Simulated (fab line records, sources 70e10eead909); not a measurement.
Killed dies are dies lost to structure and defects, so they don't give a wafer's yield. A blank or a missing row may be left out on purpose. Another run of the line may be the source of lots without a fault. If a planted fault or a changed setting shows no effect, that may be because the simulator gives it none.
Problem report in the 8D (eight disciplines) form, filled by code + flow nand harc + the parts of the form that need people (team, actions taken, sign-off) are left out

1. WHAT IS WRONG
Mean of heater power total W at NHARC_P_CONTACT_SOFTBAKE_07: 202.44 W across 2 wafers in 2 lots; on wafers with no fault it is 188.46 W (standard deviation 0.15). Relative to the usual mean, that is a shift of +93 standard deviations.
The step: time 55 s.
The first sign was on wafer L585.6 at day 9 00:00, on litho track-06. The record holds 39 wafers of 13 lots with a number at this step. By rule, "out" or "out of limits" means more than 4 standard deviations away from the usual mean. Any other wafer with a number is counted as sound.

2. WHAT THIS IS AND IS NOT
| question                    | is                   | is not                                                                          |
|-----------------------------|----------------------|---------------------------------------------------------------------------------|
| which readings at this step | heater power total W | exhaust pa                                                                      |
| which lots                  | L585, L587           | L573, L574, L576, L577, L578, L579, L580, L581, L583, L594, L595                |
| which wafers of those lots  | L585.6, L587.6       | L585.1, L585.2, L587.2, L587.5                                                  |
| read on which tools         | litho track-06       | litho track-01, litho track-04                                                  |
| when                        | from day 9 00:00     | up to then (29 sound wafers); but 8 sound wafers of L587, L594, L595 came after |

3. WHAT RULES OUT EACH SUSPECT
Counting: if a tool at a process step up to the reading ran every lot that is out, it stays a suspect. Sound lots after the first of them don't rule it out here, since some wafers of a struck lot are sound.
- litho track-06 at NHARC_P_CONTACT_SOFTBAKE_07 (time 55 s): kept. Ran every lot that is out, first one L585 (day 9 00:00); last sound lot up to then L580 (day 7 12:00). Its own heater power total W readings are out on those wafers.
The count leaves litho track-06 at NHARC_P_CONTACT_SOFTBAKE_07.

4. THE CAUSE (what the simulator had put in)
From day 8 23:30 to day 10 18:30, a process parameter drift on litho track-06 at NHARC_P_CONTACT_SOFTBAKE_07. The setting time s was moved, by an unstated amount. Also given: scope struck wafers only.
Counting left only this tool.

5. SEQUENCE OF EFFECTS, ordered by route
Each row: a reading whose mean over the struck wafers that have a number lies more than 3 standard deviations from the usual. Only readings for which the record gives a usual standard deviation are gone through. hours: the time from each lot's start at the first step in this table that gives one to its start at this step, as a median over the lots. sigmas: the change in usual standard deviations.
| hours | step                        | reading              | usual    | on struck wafers | change | sigmas |
|-------|-----------------------------|----------------------|----------|------------------|--------|--------|
| 0     | NHARC_P_CONTACT_SOFTBAKE_07 | heater power total W | 188.46 W | 202.44           | +13.98 | +93    |
Here are the process steps it includes:
- NHARC_P_CONTACT_SOFTBAKE_07: time 55 s.
Later steps that measure or inspect, where all struck wafers having a row at the step show a number for every such reading and not one has moved that far: NHARC_P_CONTACT_CD_MEAS_19, NHARC_END_SORT_01.

6. WHAT WOULD HAVE CAUGHT IT SOONER
0 hours passed between the start of the fault at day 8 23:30 and the first reading out of limits in this record, taken at day 9 00:00.
